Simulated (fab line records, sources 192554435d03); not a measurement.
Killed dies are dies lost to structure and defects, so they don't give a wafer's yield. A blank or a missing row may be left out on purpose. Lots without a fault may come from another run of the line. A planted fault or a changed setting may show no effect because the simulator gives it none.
Which tool did it? | flow n5_finfet | 24 lots, 72 wafers sampled, at 4 steps of a route of 1938

WHAT THE GAUGES READ, wafer by wafer
N5_BEOL_M4_THK_MEAS_01. Usual: M4_ILD_THK 78.9 nm, standard deviation 1.3.
lot  | measured     | on            | M4_ILD_THK (nm) | flag
L074 | day 8 02:27  | film_metro-02 | 79.1 77.4 79.5  |
L076 | day 8 05:23  | film_metro-02 | 79.7 78.5 80.6  |
L075 | day 8 05:28  | film_metro-02 | 77.6 79.5 80.9  |
L077 | day 8 08:20  | film_metro-02 | 78.7 78.1 79.9  |
L078 | day 8 17:11  | film_metro-02 | 79.8 79.6 78.5  |
L079 | day 8 20:42  | film_metro-01 | 77.7 79.0 80.2  |
L080 | day 8 19:08  | film_metro-02 | 77.5 80.0 77.8  |
L081 | day 9 20:57  | film_metro-01 | 78.2 78.8 79.2  |
L082 | day 9 20:55  | film_metro-01 | 77.1 80.3 77.5  |
L084 | day 10 06:04 | film_metro-01 | 78.3 80.6 81.8  |
L083 | day 10 06:32 | film_metro-01 | 80.0 79.1 81.6  |
L085 | day 10 18:32 | film_metro-01 | 77.6 79.7 81.3  |
L087 | day 10 21:16 | film_metro-02 | 78.9 79.3 81.8  |
L088 | day 11 05:07 | film_metro-01 | 77.8 78.3 77.2  |
L086 | day 11 08:04 | film_metro-02 | 78.6 77.8 80.3  |
L089 | day 11 08:10 | film_metro-01 | 77.7 78.8 77.4  |
L091 | day 11 15:20 | film_metro-01 | 79.2 82.1 81.1  |
L090 | day 11 18:41 | film_metro-02 | 77.1 78.8 80.6  |
L092 | day 12 07:37 | film_metro-01 | 77.8 78.8 80.2  |
L093 | day 12 12:27 | film_metro-01 | 78.7 78.9 77.0  |
L094 | day 12 23:02 | film_metro-02 | 78.9 80.2 79.1  |
L095 | day 13 00:20 | film_metro-01 | 79.5 80.4 80.0  |
L097 | day 13 19:08 | film_metro-02 | 77.4 79.9 77.7  |
L096 | day 13 20:45 | film_metro-01 | 78.2 79.1 76.8  |

N5_BEOL_M4_CD_MEAS_28: target cd 26.2 nm, target cd y 24.1 nm. Usual: cd_nm 26.16 nm, standard deviation 0.23.
lot  | measured     | on        | cd_nm (nm)        | flag
L074 | day 8 05:22  | cd_sem-02 | 25.95 26.41 26.44 |
L076 | day 8 08:28  | cd_sem-02 | 26.17 25.99 25.94 |
L075 | day 8 08:31  | cd_sem-03 | 26.53 25.95 26.37 |
L077 | day 8 11:58  | cd_sem-02 | 25.88 25.75 26.02 |
L078 | day 8 21:43  | cd_sem-03 | 26.38 26.49 26.12 |
L079 | day 8 23:56  | cd_sem-03 | 25.75 25.75 26.10 |
L080 | day 8 22:31  | cd_sem-02 | 26.56 26.53 26.14 |
L081 | day 9 23:26  | cd_sem-02 | 26.05 26.24 26.33 |
L082 | day 9 23:04  | cd_sem-01 | 26.34 26.31 25.96 |
L084 | day 10 07:59 | cd_sem-02 | 26.29 25.82 26.27 |
L083 | day 10 08:25 | cd_sem-02 | 26.42 26.07 26.29 |
L085 | day 10 23:34 | cd_sem-02 | 25.93 25.83 25.92 |
L087 | day 11 00:30 | cd_sem-03 | 25.94 25.88 26.05 |
L088 | day 11 08:03 | cd_sem-01 | 26.03 25.99 26.07 |
L086 | day 11 11:57 | cd_sem-02 | 26.14 26.34 26.05 |
L089 | day 11 12:37 | cd_sem-02 | 26.53 26.07 26.09 |
L091 | day 11 16:54 | cd_sem-01 | 26.29 26.32 25.89 |
L090 | day 11 20:52 | cd_sem-02 | 26.40 26.14 25.97 |
L092 | day 12 09:55 | cd_sem-02 | 26.26 26.34 26.27 |
L093 | day 12 16:32 | cd_sem-03 | 26.38 26.01 26.89 |
L094 | day 13 01:26 | cd_sem-02 | 25.99 26.14 26.23 |
L095 | day 13 02:27 | cd_sem-03 | 26.59 26.25 26.25 |
L097 | day 13 21:18 | cd_sem-03 | 26.65 25.95 26.30 |
L096 | day 13 22:22 | cd_sem-03 | 25.93 25.87 26.26 |

WHICH TOOL RAN EACH LOT (tool, then ch and the chambers of the sampled wafers, then the start)
lot  | N5_BEOL_M3_PRE_CLEAN_45      | N5_BEOL_M3_ANNEAL_87
L074 | pvd_sputter-03, day 7 21:24  | pvd_sputter-03, day 8 00:06
L076 | pvd_sputter-03, day 8 01:50  | pvd_sputter-03, day 8 03:10
L075 | pvd_sputter-01, day 8 01:52  | pvd_sputter-01, day 8 03:11
L077 | pvd_sputter-01, day 8 04:39  | pvd_sputter-01, day 8 06:08
L078 | pvd_sputter-03, day 8 11:47  | pvd_sputter-03, day 8 14:46
L079 | pvd_sputter-01, day 8 15:18  | pvd_sputter-02, day 8 18:29
L080 | pvd_sputter-01, day 8 15:28  | pvd_sputter-03, day 8 16:56
L081 | pvd_sputter-03, day 9 16:58  | pvd_sputter-01, day 9 18:44
L082 | pvd_sputter-01, day 9 17:17  | pvd_sputter-03, day 9 18:43
L084 | pvd_sputter-03, day 10 02:11 | pvd_sputter-03, day 10 03:46
L083 | pvd_sputter-02, day 10 02:13 | pvd_sputter-02, day 10 03:54
L085 | pvd_sputter-03, day 10 14:22 | pvd_sputter-02, day 10 16:08
L087 | pvd_sputter-03, day 10 17:38 | pvd_sputter-02, day 10 19:01
L088 | pvd_sputter-01, day 10 23:07 | pvd_sputter-01, day 11 02:38
L086 | pvd_sputter-03, day 11 04:29 | pvd_sputter-02, day 11 05:48
L089 | pvd_sputter-03, day 11 04:34 | pvd_sputter-03, day 11 05:58
L091 | pvd_sputter-01, day 11 11:26 | pvd_sputter-03, day 11 13:03
L090 | pvd_sputter-02, day 11 14:50 | pvd_sputter-02, day 11 16:21
L092 | pvd_sputter-02, day 12 02:20 | pvd_sputter-01, day 12 05:25
L093 | pvd_sputter-01, day 12 08:35 | pvd_sputter-02, day 12 09:51
L094 | pvd_sputter-02, day 12 19:21 | pvd_sputter-02, day 12 20:46
L095 | pvd_sputter-03, day 12 20:45 | pvd_sputter-03, day 12 22:07
L097 | pvd_sputter-03, day 13 15:18 | pvd_sputter-03, day 13 16:51
L096 | pvd_sputter-03, day 13 15:29 | pvd_sputter-01, day 13 18:32
- N5_BEOL_M3_PRE_CLEAN_45: time 30 s.
- N5_BEOL_M3_ANNEAL_87: time 240 s.

WHAT THE TOOLS THEMSELVES READ (means of the sampled wafers that have a number; where no wafer has one, the mark that the record gives instead)
N5_BEOL_M3_PRE_CLEAN_45. Usual: heater_power_w 336 W, standard deviation 23.
lot  | tool           | heater_power_w (W) | flag
L074 | pvd_sputter-03 | 336                |
L076 | pvd_sputter-03 | 358                |
L075 | pvd_sputter-01 | 335                |
L077 | pvd_sputter-01 | 335                |
L078 | pvd_sputter-03 | 347                |
L079 | pvd_sputter-01 | 320                |
L080 | pvd_sputter-01 | 339                |
L081 | pvd_sputter-03 | 330                |
L082 | pvd_sputter-01 | 323                |
L084 | pvd_sputter-03 | 338                |
L083 | pvd_sputter-02 | 347                |
L085 | pvd_sputter-03 | 331                |
L087 | pvd_sputter-03 | 316                |
L088 | pvd_sputter-01 | 333                |
L086 | pvd_sputter-03 | 326                |
L089 | pvd_sputter-03 | 337                |
L091 | pvd_sputter-01 | 343                |
L090 | pvd_sputter-02 | 346                |
L092 | pvd_sputter-02 | 335                |
L093 | pvd_sputter-01 | 310                |
L094 | pvd_sputter-02 | 321                |
L095 | pvd_sputter-03 | 328                |
L097 | pvd_sputter-03 | 330                |
L096 | pvd_sputter-03 | 341                |

N5_BEOL_M3_ANNEAL_87. Usual: heater_power_w 840 W, standard deviation 54.
lot  | tool           | heater_power_w (W) | flag
L074 | pvd_sputter-03 | 865                |
L076 | pvd_sputter-03 | 820                |
L075 | pvd_sputter-01 | 855                |
L077 | pvd_sputter-01 | 898                |
L078 | pvd_sputter-03 | 844                |
L079 | pvd_sputter-02 | 811                |
L080 | pvd_sputter-03 | 819                |
L081 | pvd_sputter-01 | 848                |
L082 | pvd_sputter-03 | 838                |
L084 | pvd_sputter-03 | 835                |
L083 | pvd_sputter-02 | 859                |
L085 | pvd_sputter-02 | 868                |
L087 | pvd_sputter-02 | 813                |
L088 | pvd_sputter-01 | 865                |
L086 | pvd_sputter-02 | 791                |
L089 | pvd_sputter-03 | 832                |
L091 | pvd_sputter-03 | 839                |
L090 | pvd_sputter-02 | 862                |
L092 | pvd_sputter-01 | 809                |
L093 | pvd_sputter-02 | 827                |
L094 | pvd_sputter-02 | 870                |
L095 | pvd_sputter-03 | 840                |
L097 | pvd_sputter-03 | 819                |
L096 | pvd_sputter-01 | 867                |

THE ANSWER, worked out from the rows above alone
Rule: a lot is off if the mean of its wafers that have a number lies more than 3 standard deviations from the usual mean. A lot without any number at a reading at which 4 lots or more have one is off too. The other lots that the step has rows for count as sound. The gauges are gone through in route order, then the tools' own readings, and for those a lot's mean is taken as printed above. The first step at which some lot is off is used, and at that step the reading that is off furthest; a lot without a number counts as furthest.
No lot is off at any reading shown: from this, nothing can be told.

WHAT THE SIMULATOR HAD PUT IN
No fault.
